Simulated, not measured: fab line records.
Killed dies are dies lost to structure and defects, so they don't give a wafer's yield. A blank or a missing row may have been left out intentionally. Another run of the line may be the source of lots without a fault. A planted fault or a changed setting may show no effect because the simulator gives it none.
fab line records	flow n5-finfet
record lots=6	wafers=18	last-day=16
route steps=1938 shown BEOL_M5@1185 BEOL_M6@1194 PASSIVATION@1936
lots with no fault: from the same line, run without faults
start-h: start of the lot's first displayed wafer, in hours after the record's first day	wait-h: how many hours have passed since the lot's step before this one	" unchanged from the row above	L1.1+2: a single row standing in for several wafers	- either no value or no given start	* or withheld: withheld	< > ~ a bound
route shown NAME@n: a module of which the file shows steps, and the number in the route of the first	usual: mean/standard deviation taken from wafers without a fault	same: alike in all rows	chamber/n: place in a boat	sites: per-site readings	_std_site: standard deviation across them	_edge_site: outer sites' mean less inner sites'	radius-mm: how far each site lies from the wafer's centre	mask NAME#n: copy n	behind: the last tool/chamber to shape the wafer	hold: cause of the lot's hold/its duration in hours/its outcome	device: which transistor (n, p or np) failed to switch	end of line: the route-end tests of the same wafers	a step without rows: its recipe alone	killed: dies lost to structure and defects at the first sort, not the wafer's yield	map: shows each die of a wafer: x if killed, . if not, _ if none is there
set.NAME: the setting as run; set.NAME@STEP: as run at that earlier step	model.NAME: the simulator's own value behind a step, which no gauge read
certain route steps with their lots: each step a table, each wafer a row
services: a tool's chamber out of use, with start hour (start-h, from the record's first day; less than 0 if before it), hours out, and reason
## steps
# step N5_BEOL_M5_ANNEAL_51
# recipe temp-c=225	time-s=90	ambient=N2
# usual wafer_temp_C_max=226.0/0.55
lot.wafer	tool	chamber	start-h	wait-h	wafer_temp_C_max
L387.1	rtp-anneal-01	0	195.34	0.1	227.5
L387.3	"	0	"	"	227.1
L387.5	"	0	"	"	226.8
L388.1	rtp-anneal-02	0	197.91	0.1	226.0
L388.2	"	0	"	"	225.8
L388.6	"	0	"	"	226.0
L394.1	rtp-anneal-02	0	262.43	0.1	225.5
L394.2	"	0	"	"	225.3
L394.3	"	0	"	"	225.8
L393.3	rtp-anneal-02	0	263.35	0.4	225.5
L393.5	"	0	"	"	225.3
L393.6	"	0	"	"	225.5
L397.1	rtp-anneal-02	0	273.77	0.1	225.4
L397.2	"	0	"	"	225.5
L397.4	"	0	"	"	225.3
L400.2	rtp-anneal-02	0	289.51	0.1	226.0
L400.4	"	0	"	"	225.8
L400.6	"	0	"	"	225.9
# step N5_BEOL_M5_CMP_52
# recipe stop-on=SiCOH_lowk	t-overpolish-s=6.9	down-force-psi=1	platen-rpm=50	clearing-platen-down-force-psi=1.5	clearing-platen-rpm=50	post-cmp-clean=cu-alkaline	target-thk-nm=62	clearing-platen-pad-velocity-m-s=0.99484	pad-velocity-m-s=0.99484
# step N5_BEOL_M5_THK_MEAS_53
# recipe thk-meas-gauge=xrf	reads=Cu_of_BEOL_M5_ECD_50
# usual M5_THK=61.1/1.9
lot.wafer	tool	chamber	start-h	wait-h	M5_THK[nm]
L387.1	film-metro-01	-	195.93	-	63.4
L387.3	"	-	"	"	64.4
L387.5	"	-	"	"	65.0
L388.1	film-metro-01	-	198.51	-	64.2
L388.2	"	-	"	"	63.3
L388.6	"	-	"	"	59.3
L394.1	film-metro-02	-	263.03	-	62.4
L394.2	"	-	"	"	62.8
L394.3	"	-	"	"	60.5
L393.3	film-metro-02	-	263.85	-	63.1
L393.5	"	-	"	"	63.6
L393.6	"	-	"	"	60.7
L397.1	film-metro-02	-	274.37	-	57.4
L397.2	"	-	"	"	58.5
L397.4	"	-	"	"	60.0
L400.2	film-metro-01	-	290.06	-	61.4
L400.4	"	-	"	"	62.4
L400.6	"	-	"	"	59.2
# step N5_BEOL_M5_PRE_CLEAN_77
# recipe gas=NH3/H2	time-s=15	temp-c=*	rf-power-w=300
# step N5_BEOL_M5_CO_CAP_78
# recipe material=Co	target-thk-a=20	temp-c=200	precursor=CCTBA/H2	pressure-torr=30	time-s=102.1
# step N5_BEOL_M5_PRE_CLEAN_55
# recipe gas=NH3	time-s=15	temp-c=withheld	rf-power-w=300
# step N5_BEOL_M5_DEP_56
# recipe material=SiCN	target-thk-a=80	temp-c=withheld	precursor=3MS/NH3	pressure-torr=3	rf-w=202	time-s=14
# usual chamber-pressure-Torr=3.001/0.0072	showerhead-plenum-p-Torr=3.667/0.013	throttle-valve-pct=9.0/0.54
lot.wafer	tool	chamber	start-h	wait-h	chamber-pressure-Torr	showerhead-plenum-p-Torr	throttle-valve-pct
L387.1	pecvd-04	0	196.12	0.0	2.990	3.676	8.6
L387.3	"	2	"	"	2.995	3.678	8.8
L387.5	"	2	"	"	2.983	3.671	8.9
L388.1	pecvd-02	0	198.72	0.0	2.989	3.670	9.0
L388.2	"	1	"	"	3.006	3.663	9.3
L388.6	"	0	"	"	2.986	3.653	8.9
L394.1	pecvd-04	0	263.30	0.0	3.017	3.667	8.7
L394.2	"	2	"	"	3.000	3.673	8.9
L394.3	"	1	"	"	3.006	3.669	9.9
L393.3	pecvd-02	0	264.08	0.0	2.999	3.658	9.4
L393.5	"	1	"	"	3.003	3.670	9.3
L393.6	"	0	"	"	2.989	3.660	9.3
L397.1	pecvd-04	2	274.56	0.0	3.005	3.675	9.1
L397.2	"	1	"	"	3.008	3.670	9.8
L397.4	"	0	"	"	3.001	3.673	8.5
L400.2	pecvd-01	0	290.31	0.0	3.003	3.650	8.7
L400.4	"	0	"	"	3.003	3.663	8.6
L400.6	"	2	"	"	3.000	3.663	8.5
# step N5_BEOL_M5_RS_MEAS_57
# recipe thk-meas-gauge=four-point-probe	reads=Co_of_BEOL_M5_CO_CAP_78+Cu_of_BEOL_M5_ECD_50+Co_of_BEOL_M5_CVD_47+TaN_of_BEOL_M5_ALD_86
# usual M5_RS=0.384/0.014
lot.wafer	tool	chamber	start-h	wait-h	M5_RS[ohm/sq]
L387.1	film-metro-02	-	196.19	0.0	0.370
L387.3	"	-	"	"	0.362
L387.5	"	-	"	"	0.357
L388.1	film-metro-01	-	198.80	0.1	0.368
L388.2	"	-	"	"	0.374
L388.6	"	-	"	"	0.402
L394.1	film-metro-01	-	263.36	0.0	0.370
L394.2	"	-	"	"	0.368
L394.3	"	-	"	"	0.383
L393.3	film-metro-01	-	264.14	0.1	0.366
L393.5	"	-	"	"	0.364
L393.6	"	-	"	"	0.383
L397.1	film-metro-01	-	274.63	0.0	0.411
L397.2	"	-	"	"	0.403
L397.4	"	-	"	"	0.389
L400.2	film-metro-01	-	290.37	0.1	0.384
L400.4	"	-	"	"	0.375
L400.6	"	-	"	"	0.401
# step N5_BEOL_M5_INSPECT_58
# recipe inspect-instrument=darkfield	mode=post-dep
# usual raw-defect-count=73/24
lot.wafer	tool	chamber	start-h	wait-h	raw-defect-count
L387.1	defect-inspect-01	-	196.21	0.0	112
L387.3	"	-	"	"	86
L387.5	"	-	"	"	100
L388.1	defect-inspect-01	-	198.83	0.0	119
L388.2	"	-	"	"	82
L388.6	"	-	"	"	129
L394.1	defect-inspect-01	-	263.39	0.0	63
L394.2	"	-	"	"	37
L394.3	"	-	"	"	53
L393.3	defect-inspect-02	-	264.17	0.0	74
L393.5	"	-	"	"	98
L393.6	"	-	"	"	65
L397.1	defect-inspect-01	-	274.65	0.0	136
L397.2	"	-	"	"	36
L397.4	"	-	"	"	59
L400.2	defect-inspect-01	-	290.40	0.0	83
L400.4	"	-	"	"	78
L400.6	"	-	"	"	75
# step N5_BEOL_M6_ILD_DEP_00
# recipe material=SiCOH_lowk	target-thk-a=1797.5	temp-c=300	precursor=DEMS/porogen	pressure-torr=5	rf-w=500	time-s=33.4
# usual chamber-pressure-Torr=5.002/0.012	heater-power-w=322/42	showerhead-plenum-p-Torr=5.731/0.02	throttle-valve-pct=13.6/0.57
lot.wafer	tool	chamber	start-h	wait-h	chamber-pressure-Torr	heater-power-w	showerhead-plenum-p-Torr	throttle-valve-pct
L387.1	pecvd-03	0	196.25	0.0	5.005	329	5.716	14.0
L387.3	"	2	"	"	4.993	316	5.761	12.9
L387.5	"	0	"	"	5.008	321	5.711	13.8
L388.1	pecvd-02	1	198.86	0.0	5.010	349	5.758	13.8
L388.2	"	0	"	"	5.026	337	5.734	14.0
L388.6	"	1	"	"	5.001	350	5.744	13.8
L394.1	pecvd-03	1	263.43	0.0	5.008	312	5.707	13.6
L394.2	"	0	"	"	4.983	313	5.713	14.0
L394.3	"	2	"	"	5.006	288	5.747	12.8
L393.3	pecvd-03	0	264.20	0.0	4.991	297	5.711	13.9
L393.5	"	2	"	"	4.999	273	5.754	12.9
L393.6	"	0	"	"	4.980	302	5.727	14.0
L397.1	pecvd-01	2	274.69	0.0	4.994	293	5.734	12.7
L397.2	"	1	"	"	4.988	287	5.724	14.4
L397.4	"	0	"	"	5.006	302	5.742	13.2
L400.2	pecvd-02	2	290.44	0.0	5.004	408	5.741	13.1
L400.4	"	1	"	"	4.990	297	5.727	14.1
L400.6	"	0	"	"	5.005	356	5.739	14.0
# step N5_BEOL_M6_CURE_74
# recipe temp-c=385	time-s=240	ambient=He/Ar	material=SiCOH_lowk
# usual lamp-power-pct=52.31/0.06	wafer_temp_C_max=386.9/0.67
lot.wafer	tool	chamber	start-h	wait-h	lamp-power-pct	wafer_temp_C_max
L387.1	uv-cure-02	1	196.35	0.1	52.28	386.7
L387.3	"	1	"	"	52.27	386.5
L387.5	"	1	"	"	52.31	385.7
L388.1	uv-cure-03	2	198.95	0.1	52.15	385.8
L388.2	"	2	"	"	52.29	386.1
L388.6	"	2	"	"	52.37	386.1
L394.1	uv-cure-02	2	263.49	0.0	52.19	386.7
L394.2	"	2	"	"	52.29	386.3
L394.3	"	2	"	"	52.27	387.2
L393.3	uv-cure-03	2	264.43	0.2	52.35	386.3
L393.5	"	2	"	"	52.39	385.8
L393.6	"	2	"	"	52.34	386.4
L397.1	uv-cure-03	0	274.75	0.0	52.24	387.1
L397.2	"	0	"	"	52.28	387.7
L397.4	"	0	"	"	52.36	388.0
L400.2	uv-cure-03	2	290.58	0.1	52.26	386.2
L400.4	"	2	"	"	52.27	386.1
L400.6	"	2	"	"	52.37	386.5
# step N5_BEOL_M6_THK_MEAS_01
# recipe reads=SiCOH_lowk_of_BEOL_M6_ILD_DEP_00
# usual M6_ILD_THK=155.0/2.2
lot.wafer	tool	chamber	start-h	wait-h	M6_ILD_THK[nm]
L387.1	film-metro-02	-	196.86	0.4	150.3
L387.3	"	-	"	"	149.9
L387.5	"	-	"	"	153.6
L388.1	film-metro-01	-	199.46	0.4	154.1
L388.2	"	-	"	"	152.6
L388.6	"	-	"	"	155.3
L394.1	film-metro-01	-	264.00	0.4	157.9
L394.2	"	-	"	"	153.4
L394.3	"	-	"	"	153.9
L393.3	film-metro-01	-	264.78	0.3	154.8
L393.5	"	-	"	"	154.7
L393.6	"	-	"	"	156.6
L397.1	film-metro-01	-	275.27	0.4	155.0
L397.2	"	-	"	"	153.6
L397.4	"	-	"	"	158.9
L400.2	film-metro-01	-	291.01	0.4	154.1
L400.4	"	-	"	"	157.9
L400.6	"	-	"	"	154.3
# step N5_BEOL_M6_PECVD_70
# recipe material=SiO2	target-thk-a=200	temp-c=400	precursor=TEOS/O2	pressure-torr=5.5	rf-w=450	teos-flow-sccm=53.8	gas=O2	flow-sccm=3000	time-s=22.7
# usual chamber-pressure-Torr=5.498/0.012	heater-power-w=715/74	showerhead-plenum-p-Torr=8.74/0.072	throttle-valve-pct=21.9/1
lot.wafer	tool	chamber	start-h	wait-h	chamber-pressure-Torr	heater-power-w	showerhead-plenum-p-Torr	throttle-valve-pct
L387.1	pecvd-03	1	196.90	0.0	5.498	763	8.67	22.2
L387.3	"	2	"	"	5.481	610	8.82	20.3
L387.5	"	2	"	"	5.504	630	8.81	20.3
L388.1	pecvd-02	1	199.50	0.0	5.491	669	8.79	22.5
L388.2	"	0	"	"	5.477	768	8.76	22.6
L388.6	"	1	"	"	5.500	675	8.82	22.5
L394.1	pecvd-03	2	264.04	0.0	5.504	607	8.83	20.7
L394.2	"	1	"	"	5.503	826	8.68	22.3
L394.3	"	0	"	"	5.505	756	8.66	22.5
L393.3	pecvd-03	0	264.82	0.0	5.492	758	8.67	22.3
L393.5	"	1	"	"	5.508	764	8.65	22.2
L393.6	"	0	"	"	5.507	758	8.66	22.4
L397.1	pecvd-02	2	275.30	0.0	5.517	774	8.82	21.1
L397.2	"	1	"	"	5.495	784	8.81	22.3
L397.4	"	1	"	"	5.518	806	8.81	22.3
L400.2	pecvd-01	0	291.05	0.0	5.514	696	8.76	21.5
L400.4	"	0	"	"	5.490	692	8.76	21.7
L400.6	"	1	"	"	5.485	619	8.63	23.8
# step N5_BEOL_M6_HM_DEP_02
# recipe material=TiN	target-thk-a=200	temp-c=25	chamber-pressure-pa=0.49996
# usual throttle-valve-pct=30.1/0.75
lot.wafer	tool	chamber	start-h	wait-h	throttle-valve-pct
L387.1	pvd-sputter-01	-	196.95	0.0	30.3
L387.3	"	-	"	"	31.7
L387.5	"	-	"	"	32.0
L388.1	pvd-sputter-03	-	199.58	0.1	29.7
L388.2	"	-	"	"	29.9
L388.6	"	-	"	"	29.6
L394.1	pvd-sputter-02	-	264.97	0.9	30.0
L394.2	"	-	"	"	29.8
L394.3	"	-	"	"	30.8
L393.3	pvd-sputter-01	-	265.17	0.3	30.4
L393.5	"	-	"	"	29.2
L393.6	"	-	"	"	30.3
L397.1	pvd-sputter-03	-	275.74	0.4	29.9
L397.2	"	-	"	"	29.9
L397.4	"	-	"	"	29.3
L400.2	pvd-sputter-01	-	291.11	0.0	31.9
L400.4	"	-	"	"	30.0
L400.6	"	-	"	"	31.4
# step N5_BEOL_M6_COAT_59
# recipe resist=SOC	temp-c=250	time-s=60	spin-rpm=1500	resist-thk-nm=100
# step N5_BEOL_M6_COAT_60
# recipe resist=SiARC	temp-c=220	time-s=60	spin-rpm=1500	resist-thk-nm=35
# step N5_BEOL_M6_COAT_05
# recipe resist=CAR-ArF	spin-rpm=1500	resist-thk-nm=90
# step N5_BEOL_M6_EBR_07
# recipe solvent=PGMEA	ebr-width-mm=1.5
# step N5_BEOL_M6_SOFTBAKE_06
# recipe temp-c=110	time-s=60	resist=CAR-ArF
# step N5_BEOL_M6_EXPOSE_08
# recipe mask-id=M6	na=1.35	source-shape=dipole	sigma-inner=0.817	sigma-outer=0.97	polarization=te	dose-mj=68.25
# step N5_BEOL_M6_PEB_09
# recipe peb-temp-c=withheld	peb-time-s=60	resist=CAR-ArF
# step N5_BEOL_M6_DEVELOP_10
# recipe develop-time-s=30	developer=TMAH	resist=CAR-ArF	rinse-liquid=diw	dry=air-spin	dev-temp-c=23
# step N5_BEOL_M6_CD_MEAS_11
# recipe target-cd-nm=38.5	landing-energy-ev=500	detector=se-inlens	polarity=opening
# usual cd-nm=38.7/0.56
lot.wafer	tool	chamber	start-h	wait-h	cd-nm
L387.1	cd-sem-01	0	197.33	-	38.0
L387.3	"	0	"	"	38.0
L387.5	"	0	"	"	38.3
L388.1	cd-sem-03	0	199.95	-	38.2
L388.2	"	0	"	"	39.5
L388.6	"	0	"	"	38.2
L394.1	cd-sem-01	0	265.47	-	38.8
L394.2	"	0	"	"	38.3
L394.3	"	0	"	"	38.7
L393.3	cd-sem-01	0	265.67	-	39.4
L393.5	"	0	"	"	38.3
L393.6	"	0	"	"	39.5
L397.1	cd-sem-03	0	276.24	-	38.4
L397.2	"	0	"	"	37.8
L397.4	"	0	"	"	38.0
L400.2	cd-sem-03	0	291.48	-	38.8
L400.4	"	0	"	"	38.8
L400.6	"	0	"	"	38.5
# step N5_BEOL_M6_OVL_MEAS_12
# recipe points-per-wafer=44
# usual M6_OVL=-0.4/0.64
lot.wafer	tool	chamber	start-h	wait-h	M6_OVL[nm]
L387.1	overlay-01	0	197.36	0.0	0.2
L387.3	"	0	"	"	-0.4
L387.5	"	0	"	"	0.0
L388.1	overlay-01	0	199.98	0.0	0.2
L388.2	"	0	"	"	-0.6
L388.6	"	0	"	"	0.6
L394.1	overlay-01	0	265.50	0.0	0.1
L394.2	"	0	"	"	-0.9
L394.3	"	0	"	"	-0.5
L393.3	overlay-01	0	265.70	0.0	-0.7
L393.5	"	0	"	"	-1.2
L393.6	"	0	"	"	-0.7
L397.1	overlay-01	0	276.27	0.0	0.4
L397.2	"	0	"	"	1.1
L397.4	"	0	"	"	-0.1
L400.2	overlay-02	0	291.51	0.0	-0.9
L400.4	"	0	"	"	-0.3
L400.6	"	0	"	"	-0.2
# step N5_BEOL_M6_INSPECT_13
# recipe mode=adi	inspect-instrument=brightfield
# usual raw-defect-count=414/94
lot.wafer	tool	chamber	start-h	wait-h	raw-defect-count
L387.1	defect-inspect-01	-	197.38	0.0	578
L387.3	"	-	"	"	362
L387.5	"	-	"	"	410
L388.1	defect-inspect-02	-	200.00	0.0	476
L388.2	"	-	"	"	465
L388.6	"	-	"	"	553
L394.1	defect-inspect-01	-	265.52	0.0	386
L394.2	"	-	"	"	1045
L394.3	"	-	"	"	386
L393.3	defect-inspect-02	-	265.72	0.0	563
L393.5	"	-	"	"	1232
L393.6	"	-	"	"	493
L397.1	defect-inspect-02	-	276.29	0.0	515
L397.2	"	-	"	"	463
L397.4	"	-	"	"	346
L400.2	defect-inspect-02	-	291.54	0.0	441
L400.4	"	-	"	"	327
L400.6	"	-	"	"	420
# step N5_BEOL_M6_DESCUM_16
# recipe chemistry=O2	time-s=7.9	source-power-w=50	bias-power-w=20	pressure-mtorr=20	rf-frequency-hz=2.712e+07	temp-c=40	resist=CAR-ArF	o2-flow-sccm=225
# step N5_PASSIVATION_PROBE_49
# usual defect-limited-yield=91.2/1.4	killed_at_M0_to_M3=33/9.5	killed_at_M4_up=13/4.7	killed-at-contacts=11/5.3	killed-at-front-end=42/12	killed-at-other=5/3.3	killed-dies=104/17	killed-open=67/12	killed-short=33/7.7	sort_bin_5_function=5.1/0.94	sort_bin_6_memory=3.3/0.67	sort_bin_8_speed=0.1/1.3	sort-n-pass=1074/24	sort-yield-pct=91.1/2
# same gross-dies=1180	killed-at-back-side=0	sort_bin_4_leakage[%]=0
lot.wafer	tool	chamber	start-h	wait-h	defect-limited-yield[%]	killed_at_M0_to_M3	killed_at_M4_up	killed-at-contacts	killed-at-front-end	killed-at-other	killed-dies	killed-open	killed-short	sort_bin_5_function[%]	sort_bin_6_memory[%]	sort_bin_8_speed[%]	sort-n-pass	sort-yield-pct[%]
L387.1	prober-01	-	275.80	0.0	92.5	43	5	6	28	7	89	60	27	3.7	3.5	0	1091	92.5
L387.3	prober-01	-	275.90	0.1	92.3	40	9	8	28	6	91	53	35	4.7	2.6	0	1089	92.3
L387.5	prober-01	-	276.00	0.2	90.9	40	10	13	39	5	107	72	31	5.4	3.4	0	1073	90.9
L388.1	prober-01	-	279.31	0.0	91.4	22	15	20	43	2	102	72	25	5.1	2.8	0	1078	91.4
L388.2	prober-01	-	279.36	0.1	93.4	16	10	12	38	2	78	54	24	3.3	3.1	0	1102	93.4
L388.6	prober-01	-	279.56	0.3	91.4	27	13	21	40	1	102	70	29	5.3	3.1	0	1078	91.4
L394.1	prober-02	-	356.95	0.0	92.6	28	17	10	29	3	87	54	23	3.7	3.0	0	1093	92.6
L394.2	prober-02	-	357.00	0.1	80.3	39	155	6	30	2	232	59	35	12.5	3.7	0	948	80.3
L394.3	prober-02	-	357.05	0.1	90.3	40	8	9	56	2	115	77	36	5.8	3.6	0.1	1065	90.3
L393.3	prober-01	-	371.66	0.1	91.2	26	19	19	37	3	104	70	30	5.2	3.1	0	1076	91.2
L393.5	prober-01	-	371.76	0.2	81.9	16	148	15	34	1	214	46	24	11.0	4.2	0	966	81.9
L393.6	prober-01	-	371.81	0.3	92.3	29	10	9	43	0	91	63	25	4.8	2.7	0	1089	92.3
L397.1	prober-01	-	376.64	0.0	89.2	52	18	8	46	4	128	76	45	5.8	4.1	0	1052	89.2
L400.2	prober-01	-	392.01	0.1	92.6	30	10	13	27	7	87	58	27	4.7	2.3	0	1093	92.6
L400.4	prober-01	-	392.11	0.2	91.4	32	13	8	43	5	101	63	32	4.2	3.3	0	1079	91.4
L400.6	prober-01	-	392.21	0.3	89.2	34	15	19	54	6	128	87	41	6.3	4.4	0	1052	89.2
# killed by level:class
L387.1 BEOL_M0_SAQP:geometric-particle:open=9 BEOL_M0_SAQP:geometric-particle:short=9 BEOL_M2:geometric-particle:open=9 BEOL_M3:geometric-particle:open=8 STI_FIN_REVEAL:geometric-particle:open=7 FIN_SAQP:geometric-particle:open=5 MOL_CONTACT_COAG:geometric-particle:open=4 DUMMY_GATE:geometric-particle:open=3
L387.3 BEOL_M0_SAQP:geometric-particle:short=13 BEOL_M0_SAQP:geometric-particle:open=9 STI_FIN_REVEAL:geometric-particle:open=8 FIN_SAQP:geometric-particle:short=7 MOL_CONTACT_COAG:geometric-particle:open=7 FIN_SAQP:geometric-particle:open=5 BEOL_M3:geometric-particle:open=5 BEOL_M0:geometric-particle:open=3
L387.5 BEOL_M3:geometric-particle:open=14 MOL_CONTACT_COAG:geometric-particle:open=11 BEOL_M2:geometric-particle:open=11 FIN_SAQP:geometric-particle:open=7 FIN_SAQP:geometric-particle:short=6 STI_FIN_REVEAL:geometric-particle:short=5 STI_FIN_REVEAL:geometric-particle:open=4 DUMMY_GATE:geometric-particle:open=4
L388.1 MOL_CONTACT_COAG:geometric-particle:open=17 DUMMY_GATE:geometric-particle:open=9 BEOL_M4:geometric-particle:open=6 ILD0:geometric-particle:open=6 BEOL_M2:geometric-particle:open=6 GATE_CUT:geometric-particle:short=5 BEOL_M1:geometric-particle:open=5 FIN_SAQP:geometric-particle:open=4
L388.2 MOL_CONTACT_COAG:geometric-particle:open=10 ILD0:geometric-particle:open=9 BEOL_M3:geometric-particle:open=6 FIN_SAQP:geometric-particle:short=5 STI_FIN_REVEAL:geometric-particle:open=5 ILD0:geometric-particle:short=5 BEOL_M2:geometric-particle:open=4 DUMMY_GATE:geometric-particle:open=3
L388.6 MOL_CONTACT_COAG:geometric-particle:open=15 STI_FIN_REVEAL:geometric-particle:open=11 BEOL_M2:geometric-particle:open=9 FIN_SAQP:geometric-particle:short=7 BEOL_M4:geometric-particle:open=7 MOL_CONTACT_COAG:geometric-particle:short=6 FIN_SAQP:geometric-particle:open=5 BEOL_M1:geometric-particle:open=5
L394.1 STI_FIN_REVEAL:geometric-particle:open=8 MOL_CONTACT_COAG:geometric-particle:open=8 BEOL_M0_SAQP:geometric-particle:open=8 BEOL_M0_SAQP:geometric-particle:short=7 HKMG_FIN:area-etch=6 BEOL_M2:geometric-particle:open=4 BEOL_M3:geometric-particle:open=4 FIN_SAQP:geometric-particle:open=3
L394.2 BEOL_M6:unspecified=131 BEOL_M4:geometric-particle:open=12 BEOL_M0_SAQP:geometric-particle:open=8 BEOL_M0_SAQP:geometric-particle:short=8 STI_FIN_REVEAL:geometric-particle:open=5 DUMMY_GATE:geometric-particle:open=5 BEOL_M3:geometric-particle:short=5 FIN_SAQP:geometric-particle:open=4
L394.3 STI_FIN_REVEAL:geometric-particle:open=19 BEOL_M1:geometric-particle:open=13 BEOL_M0_SAQP:geometric-particle:short=10 FIN_SAQP:geometric-particle:open=8 MOL_CONTACT_COAG:geometric-particle:open=8 STI_FIN_REVEAL:geometric-particle:short=6 ILD0:geometric-particle:open=5 BEOL_M0_SAQP:geometric-particle:open=5
L393.3 MOL_CONTACT_COAG:geometric-particle:open=16 FIN_SAQP:geometric-particle:open=11 FIN_SAQP:geometric-particle:short=5 BEOL_M0_SAQP:geometric-particle:short=5 BEOL_M0_SAQP:geometric-particle:open=5 BEOL_M2:geometric-particle:open=5 STI_FIN_REVEAL:geometric-particle:open=4 BEOL_M3:geometric-particle:open=4
L393.5 BEOL_M6:unspecified=139 MOL_CONTACT_COAG:geometric-particle:open=10 FIN_SAQP:geometric-particle:open=9 FIN_SAQP:geometric-particle:short=9 GATE_CUT:geometric-particle:open=4 BEOL_M0_SAQP:geometric-particle:open=4 BEOL_M2:geometric-particle:open=4 STI_FIN_REVEAL:geometric-particle:open=3
L393.6 FIN_SAQP:geometric-particle:open=14 BEOL_M0_SAQP:geometric-particle:open=8 FIN_SAQP:geometric-particle:short=7 MOL_CONTACT_COAG:geometric-particle:open=7 BEOL_M3:geometric-particle:open=7 BEOL_M0_SAQP:geometric-particle:short=6 GATE_CUT:geometric-particle:open=4 STARTING-WAFER:geometric-particle:open=4
L397.1 BEOL_M0_SAQP:geometric-particle:open=20 BEOL_M0_SAQP:geometric-particle:short=13 MOL_CONTACT_COAG:geometric-particle:open=7 HKMG_FIN:area-etch=7 FIN_SAQP:geometric-particle:open=6 GATE_CUT:geometric-particle:short=6 BEOL_M1:geometric-particle:open=6 BEOL_M4:geometric-particle:open=6
L400.2 BEOL_M0_SAQP:geometric-particle:open=10 STI_FIN_REVEAL:geometric-particle:open=9 MOL_CONTACT_COAG:geometric-particle:open=9 GATE_CUT:geometric-particle:short=6 BEOL_M1:geometric-particle:open=6 MOL_CONTACT_COAG:geometric-particle:short=4 BEOL_M0_SAQP:geometric-particle:short=4 BEOL_M2:geometric-particle:open=4
L400.4 BEOL_M2:geometric-particle:open=10 BEOL_M0_SAQP:geometric-particle:short=9 FIN_SAQP:geometric-particle:open=7 FIN_SAQP:geometric-particle:short=6 MOL_CONTACT_COAG:geometric-particle:open=6 HKMG_FIN:area-etch=6 STI_FIN_REVEAL:geometric-particle:open=5 DUMMY_GATE:geometric-particle:open=5
L400.6 FIN_SAQP:geometric-particle:open=18 STI_FIN_REVEAL:geometric-particle:open=12 MOL_CONTACT_COAG:geometric-particle:open=12 BEOL_M0_SAQP:geometric-particle:open=8 MOL_CONTACT_COAG:geometric-particle:short=7 BEOL_M0_SAQP:geometric-particle:short=7 FIN_SAQP:geometric-particle:short=5 BEOL_M4:geometric-particle:open=5
# map L393.5 (x killed, . not)
_________________....x.......________________
______________x................._____________
___________.................x......__________
__________.....x.......xx..........._________
________................x............._______
_______...x...x........................______
______..x..x...x........................_____
_____....................................____
____........................x........x....___
___.............x.......x....x....x........__
___..x......x...........x.......x..........__
__.................................x....x..._
__............x..............x.........x...._
_....x.........x....x........................
_................x.x......x..............x...
_.............x..x..xxx....x..........x....x.
_...............xx.xxxxxx............xx.....x
_x.............xxxxxxxxxxxx..................
_.............x.xxxxxxxxx..x.....x....x..x...
_...........x.xxxxxxxxxxxxx.....x......x.....
_.x.......x...xxxxxxxxxxxxxxxx...............
__.....x...x.xxxxxxxxxxxxxxx........x......._
__.........xx.xxxxxxxxxxxxxx.x.............._
___..........xxxxxxxxxxxx.x...........x....__
___..x......x...xxxxxxxxxxxxx..........x...__
____.x.........xxxxxxxxxx.................___
_____...x.....xxx.xxxx..........x...xx...____
______.....x....x..xx...x..............._____
_______........x....................x..______
________................x..........x.._______
__________.x........x..............._________
___________........................__________
______________..............x..._____________
_________________...........x________________
# map L394.2 (x killed, . not)
_________________............________________
______________...x..x...x......._____________
___________....x.......x...........__________
__________..x..x..x................._________
________..........x.....x............x_______
_______...............x.........x......______
______..............x......x.........xx._____
_____............x...........x...........____
____......x.....................x.........___
___...x..x................x.......x.....x..__
___...........x......................x.x...__
__x........................................._
__...........x..............x......x.......x_
_.....x.........x.x..........x.....x.........
_...............x.x.....x..................xx
_...............x.x...xx..........xx.x.......
_..x....x.......xxx.xxxxx.......x..x.........
_......x....xxx.xxxxxxxxxxx...x........x.....
_..x.........xxxxxxxxxxxx.x....xx..........x.
_..x.........x.xxxxxxxxxxx..x.....x.....x....
_............x.xxxxxxxxxxxx..................
__....x..x....x.xxxxxxxxxx.xxx.............._
__...x.....xxxxxxxxxxxxxxxx................._
___x........x.xxxxxxxxxxxx.x...............__
___..........x.xxxxxxxxx.xx....x...........__
____.........xx..xxxxxx.x.x..........x..x.___
_____.....x...xxx.xxx.x..x...............____
______......x...x.x.......x.....x..x..x._____
_______......xx.......................x______
________.....................x..x....._______
__________.xx.....x................._________
___________............x..x.....x..__________
______________.....x....x..x.xx._____________
_________________x...........________________
## services
tool	chamber	start-h	hours	kind
pecvd-04	1	173.69	4.9	repair
pecvd-04	-	177.58	2.6	repair
pecvd-02	2	185.99	5.5	scheduled-down
pecvd-01	1	190.04	5.0	scheduled-down
pecvd-02	2	196.13	23.6	repair
pvd-sputter-01	-	200.17	1.1	repair
uv-cure-02	-	202.12	7.5	pm
pecvd-01	2	202.38	-	clean
pecvd-01	2	202.38	-	consumable-replace:showerhead
pecvd-01	2	202.38	29.0	scheduled-down
pecvd-01	2	202.38	29.0	vent-cycle
pecvd-02	2	250.05	17.9	repair
pecvd-03	-	258.91	2.8	pm
pecvd-02	0	271.09	5.5	scheduled-down
pecvd-01	-	278.28	2.8	pm
pecvd-03	-	284.92	28.1	pm
## key
first-sign step=N5_BEOL_M6_INSPECT_13	reading=raw-defect-count	direction=up	sigmas=7.7	usual=414	struck=1138
effect step=N5_PASSIVATION_PROBE_49	reading=killed_at_M4_up	direction=up	sigmas=30	usual=13	struck=152
more-kills-born-at N5_BEOL_M6_PECVD_70@pecvd-03=270
met-at N5_BEOL_M6_PECVD_70
struck-wafers L393.5,L394.2
onset-between 196.90 264.04
fault kind=chamber-particle-source	tool=pecvd-03	chamber=1	onset-h=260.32	steps=N5_BEOL_M6_PECVD_70	rate-per-visit-cm2=1.0729	end-h=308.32
